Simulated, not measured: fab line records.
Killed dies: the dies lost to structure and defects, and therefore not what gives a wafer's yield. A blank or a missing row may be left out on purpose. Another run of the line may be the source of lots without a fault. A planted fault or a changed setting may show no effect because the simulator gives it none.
What tool caused it? | flow n5 finfet | 8 lots, 24 wafers sampled, at 6 steps of a route of 1938

== WHAT THE GAUGES READ, wafer by wafer ==
N5_BEOL_M1_INSPECT_30: inspects for defects (brightfield). Usual: raw defect count at 391, with a standard deviation of 88.
lot  | measured     | on                | raw defect count | flag
L800 | day 7 19:31  | defect inspect-02 | 567 452 407      |
L806 | day 9 20:59  | defect inspect-02 | 533 416 458      |
L807 | day 9 23:18  | defect inspect-01 | 475 432 410      |
L811 | day 10 12:22 | defect inspect-01 | 418 370 526      |
L810 | day 10 12:33 | defect inspect-02 | 388 357 460      |
L812 | day 10 22:08 | defect inspect-02 | 561 407 518      |
L814 | day 11 08:20 | defect inspect-02 | 342 387 309      |
L816 | day 11 19:41 | defect inspect-01 | 306 375 266      |

N5_BEOL_M4_RC_MEAS_101. Usual: DIBL_N 35.8 mV/V, standard deviation 1.8; DIBL_P 35.9 mV/V, standard deviation 2.2; IOFF_N 0.16 nA/um, standard deviation 0.035; IOFF_P 0.21 nA/um, standard deviation 0.04; ION_N 672 uA/um, standard deviation 11; ION_P 461 uA/um, standard deviation 7.4; SS_N 71.4 mV/dec, standard deviation 0.64; SS_P 73.2 mV/dec, standard deviation 0.67; VT_N 250 mV, standard deviation 3.5; VT_P -251 mV, standard deviation 3.4.
lot  | measured     | on        | DIBL_N (mV/V)  | DIBL_P (mV/V)  | IOFF_N (nA/um) | IOFF_P (nA/um) | ION_N (uA/um) | ION_P (uA/um) | SS_N (mV/dec)  | SS_P (mV/dec)  | VT_N (mV)   | VT_P (mV)      | flag
L800 | day 9 17:13  | prober-01 | 36.0 39.2 38.9 | 35.7 39.2 39.0 | 0.15 0.21 0.20 | 0.20 0.27 0.25 | 665 683 676   | 462 468 470   | 71.5 72.0 72.2 | 72.8 74.2 73.1 | 254 251 248 | -250 -248 -250 |
L806 | day 11 16:23 | prober-02 | 35.2 37.3 37.5 | 34.5 37.3 38.5 | 0.14 0.16 0.18 | 0.18 0.22 0.25 | 667 684 682   | 459 467 465   | 70.5 71.4 71.2 | 72.1 72.6 73.1 | 252 250 246 | -250 -250 -249 |
L807 | day 11 19:51 | prober-02 | 34.3 37.1 35.0 | 34.6 38.2 35.8 | 0.13 0.19 0.15 | 0.21 0.28 0.23 | 658 664 669   | 462 464 470   | 71.3 71.2 70.5 | 73.0 73.7 72.3 | 253 247 249 | -249 -246 -246 |
L811 | day 12 16:39 | prober-01 | 37.3 37.0 32.9 | 36.3 35.8 31.6 | 0.18 0.16 0.11 | 0.21 0.20 0.15 | 672 682 661   | 458 464 456   | 72.0 70.6 70.9 | 73.2 73.4 72.5 | 248 249 252 | -251 -251 -256 |
L810 | day 12 09:31 | prober-01 | 37.6 36.7 35.9 | 37.8 36.8 36.1 | 0.17 0.15 0.14 | 0.19 0.17 0.17 | 671 668 660   | 444 446 448   | 72.1 72.0 71.8 | 73.8 73.5 73.5 | 251 252 253 | -257 -256 -256 |
L812 | day 12 20:54 | prober-01 | 37.0 37.4 36.3 | 36.5 37.5 36.1 | 0.16 0.17 0.17 | 0.22 0.26 0.22 | 673 670 671   | 455 462 463   | 71.6 71.8 71.5 | 73.1 74.1 73.4 | 251 248 250 | -249 -245 -247 |
L814 | day 12 23:56 | prober-01 | 37.1 36.5 33.7 | 37.8 36.8 32.5 | 0.17 0.15 0.11 | 0.21 0.20 0.15 | 679 674 660   | 458 468 454   | 72.1 71.4 70.9 | 74.1 73.9 72.8 | 246 251 255 | -251 -255 -255 |
L816 | day 13 23:44 | prober-02 | 34.4 35.2 32.4 | 33.0 34.1 30.8 | 0.11 0.12 0.09 | 0.17 0.18 0.14 | 659 658 653   | 459 459 453   | 70.6 71.7 70.3 | 72.5 72.9 71.6 | 255 255 257 | -251 -253 -255 |

== WHAT TOOL EACH LOT RAN ON (gives the tool, then ch and the chambers of the sampled wafers, and finally the start) ==
lot  | N5_BEOL_M1_COAT_68                | N5_BEOL_M1_DESCUM_33               | N5_BEOL_M1_ETCH_77                 | N5_BEOL_M1_ETCH_69
L800 | litho track-02 ch 0, day 7 19:09  | rie diel-06 ch 0,2,3, day 7 19:33  | rie diel-06 ch 0,2,3, day 7 19:35  | rie diel-06 ch 0,2,3, day 7 19:37
L806 | litho track-01 ch 0, day 9 20:30  | rie diel-03 ch 0,1,2, day 9 21:11  | rie diel-03 ch 0,1,2, day 9 21:14  | rie diel-03 ch 0,1,2, day 9 21:14
L807 | litho track-02 ch 0, day 9 22:56  | rie diel-06 ch 1,2,3, day 9 23:20  | rie diel-06 ch 1,2,3, day 9 23:22  | rie diel-06 ch 1,2,3, day 9 23:23
L811 | litho track-02 ch 0, day 10 11:52 | rie diel-01 ch 1,2,3, day 10 13:02 | rie diel-01 ch 1,2,3, day 10 13:04 | rie diel-01 ch 1,2,3, day 10 13:05
L810 | litho track-02 ch 0, day 10 12:00 | rie diel-03 ch 0,1,2, day 10 13:27 | rie diel-03 ch 0,1,2, day 10 13:29 | rie diel-03 ch 0,1,2, day 10 13:30
L812 | litho track-03 ch 0, day 10 21:46 | rie diel-06 ch 0,3, day 10 22:10   | rie diel-06 ch 0,3, day 10 22:12   | rie diel-06 ch 0,3, day 10 22:13
L814 | litho track-03 ch 0, day 11 07:58 | rie diel-01 ch 0,2,3, day 11 08:22 | rie diel-01 ch 0,2,3, day 11 08:24 | rie diel-01 ch 0,2,3, day 11 08:25
L816 | litho track-03 ch 0, day 11 19:19 | rie diel-06 ch 0,3, day 11 20:22   | rie diel-06 ch 0,3, day 11 20:24   | rie diel-06 ch 0,3, day 11 20:25
- N5_BEOL_M1_COAT_68: time 60 s, resist thk 12 nm.
- N5_BEOL_M1_DESCUM_33: chemistry O2, time 7 s.
- N5_BEOL_M1_ETCH_77: etches underlayer in N2/H2, target depth 6.5 nm, time 5.2 s.
- N5_BEOL_M1_ETCH_69: etches SiARC in CF4, target depth 15.6 nm, time 26 s.

== AS READ BY THE TOOLS THEMSELVES (means over the sampled wafers that have a number; for cases with no such wafer, the mark the record gives instead) ==
N5_BEOL_M1_COAT_68. Usual: spin speed rpm at 1500.3 rpm, with a standard deviation of 0.92.
lot  | tool           | spin speed rpm (rpm) | flag
L800 | litho track-02 | 1500.6               |
L806 | litho track-01 | 1500.2               |
L807 | litho track-02 | 1499.2               |
L811 | litho track-02 | 1822.4               | OFF
L810 | litho track-02 | 1823.8               | OFF
L812 | litho track-03 | 1500.9               |
L814 | litho track-03 | 1500.0               |
L816 | litho track-03 | 1499.4               |

N5_BEOL_M1_DESCUM_33. Usual: drypump motor current A 5.7 A, standard deviation 0.47; oes product au 0.79 a.u., standard deviation 0.088; rf vpp V 242.4 V, standard deviation 1; showerhead plenum p Torr 2.04 Torr, standard deviation 0.056; throttle valve pct 20.47 %, standard deviation 0.28.
lot  | tool        | drypump motor current A (A) | oes product au (a.u.) | rf vpp V (V) | showerhead plenum p Torr (Torr) | throttle valve pct (%) | flag
L800 | rie diel-06 | 5.7                         | 0.79                  | 242.4        | 2.04                            | 20.44                  |
L806 | rie diel-03 | 5.8                         | 0.77                  | 242.9        | 2.09                            | 20.79                  |
L807 | rie diel-06 | 5.4                         | 0.72                  | 242.2        | 2.02                            | 20.48                  |
L811 | rie diel-01 | 6.2                         | 0.83                  | 243.0        | 2.06                            | 20.39                  |
L810 | rie diel-03 | 5.7                         | 0.76                  | 243.8        | 2.09                            | 20.80                  |
L812 | rie diel-06 | 5.4                         | 0.78                  | 241.2        | 2.00                            | 20.35                  |
L814 | rie diel-01 | 6.3                         | 0.83                  | 242.3        | 2.07                            | 20.53                  |
L816 | rie diel-06 | 5.8                         | 0.80                  | 241.8        | 2.01                            | 20.25                  |

N5_BEOL_M1_ETCH_77. Usual: for drypump motor current A, 5.7 A with a standard deviation of 0.47; for etch rf on time s, 5.20 s with a standard deviation of 0.11; for n2 flow sccm, 200.0 sccm with a standard deviation of 0.57; for oes product au, 0.67 a.u. with a standard deviation of 0.074; for rf vpp V, 522.1 V with a standard deviation of 2; for showerhead plenum p Torr, 2.48 Torr with a standard deviation of 0.052; for throttle valve pct, 17.91 % with a standard deviation of 0.24.
lot  | tool        | drypump motor current A (A) | etch rf on time s (s) | n2 flow sccm (sccm) | oes product au (a.u.) | rf vpp V (V) | showerhead plenum p Torr (Torr) | throttle valve pct (%) | flag
L800 | rie diel-06 | 5.7                         | 5.20                  | 200.0               | 0.67                  | 522.3        | 2.48                            | 17.83                  |
L806 | rie diel-03 | 5.8                         | 5.27                  | 199.5               | 0.66                  | 523.8        | 2.54                            | 18.18                  |
L807 | rie diel-06 | 5.4                         | 5.26                  | 199.9               | 0.62                  | 521.9        | 2.45                            | 17.97                  |
L811 | rie diel-01 | 6.2                         | 5.03                  | 200.1               | 0.72                  | 522.8        | 2.50                            | 17.82                  |
L810 | rie diel-03 | 5.7                         | 5.32                  | 199.7               | 0.64                  | 524.2        | 2.54                            | 18.22                  |
L812 | rie diel-06 | 5.4                         | 5.27                  | 200.3               | 0.65                  | 520.9        | 2.44                            | 17.85                  |
L814 | rie diel-01 | 6.3                         | 5.14                  | 199.8               | 0.71                  | 523.0        | 2.51                            | 17.89                  |
L816 | rie diel-06 | 5.8                         | 5.26                  | 200.7               | 0.68                  | 520.6        | 2.45                            | 17.76                  |

N5_BEOL_M1_ETCH_69. Usual: drypump motor current A 5.7 A, standard deviation 0.47; etch rf on time s 25.9 s, standard deviation 0.58; oes product au 0.68 a.u., standard deviation 0.074; rf vpp V 183.5 V, standard deviation 0.91; showerhead plenum p Torr 2.09 Torr, standard deviation 0.036; throttle valve pct 15.65 %, standard deviation 0.26.
lot  | tool        | drypump motor current A (A) | etch rf on time s (s) | oes product au (a.u.) | rf vpp V (V) | showerhead plenum p Torr (Torr) | throttle valve pct (%) | flag
L800 | rie diel-06 | 5.7                         | 25.8                  | 0.68                  | 183.6        | 2.09                            | 15.63                  |
L806 | rie diel-03 | 5.7                         | 26.1                  | 0.65                  | 184.0        | 2.13                            | 15.91                  |
L807 | rie diel-06 | 5.4                         | 26.0                  | 0.62                  | 183.3        | 2.07                            | 15.76                  |
L811 | rie diel-01 | 6.2                         | 22.6                  | 0.72                  | 184.0        | 2.10                            | 15.49                  | OFF
L810 | rie diel-03 | 5.7                         | 23.9                  | 0.64                  | 184.0        | 2.13                            | 15.93                  | OFF
L812 | rie diel-06 | 5.4                         | 26.3                  | 0.66                  | 182.8        | 2.05                            | 15.63                  |
L814 | rie diel-01 | 6.3                         | 25.3                  | 0.71                  | 183.9        | 2.10                            | 15.54                  |
L816 | rie diel-06 | 5.8                         | 26.4                  | 0.68                  | 184.3        | 2.07                            | 15.50                  |

== THE ANSWER, worked out from the rows above alone ==
Rule: lot off if the mean of its wafers having a number is beyond 3 standard deviations from the usual mean. Also off: a lot with no number at a reading for which 4 or more lots have one. Any other lot the step has rows for is counted as sound. After the gauges, taken in route order, come the tools' own readings; for these a lot's mean is taken, as printed above. The first step at which some lot is off is used, and at that step the reading that is off furthest; a lot without a number counts as furthest.
Off: L811, L810 (N5_BEOL_M1_COAT_68, spin speed rpm).
A tool fits if, at that step or a process step before it, it ran every lot that is off, and no sound lot after the first of them. One candidate fits, namely litho track-02 at N5_BEOL_M1_COAT_68. Its last sound lot is L807 (day 9 22:56), its first lot that is off L811 (day 10 11:52): a fault that began between those two fits.
On the lots that are off, the tool's own readings at N5_BEOL_M1_COAT_68 differ by more than 5 times the standard deviation of the sound lots' means, which bears it out; spin speed rpm reads 1823.1 rpm there versus 1500.0 rpm on the sound lots.

== WHAT THE SIMULATOR PUT IN ==
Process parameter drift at N5_BEOL_M1_COAT_68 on litho track-02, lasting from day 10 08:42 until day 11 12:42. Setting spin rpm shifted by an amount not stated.
Lots struck among those shown: L811, L810. The same result came from the rule above.
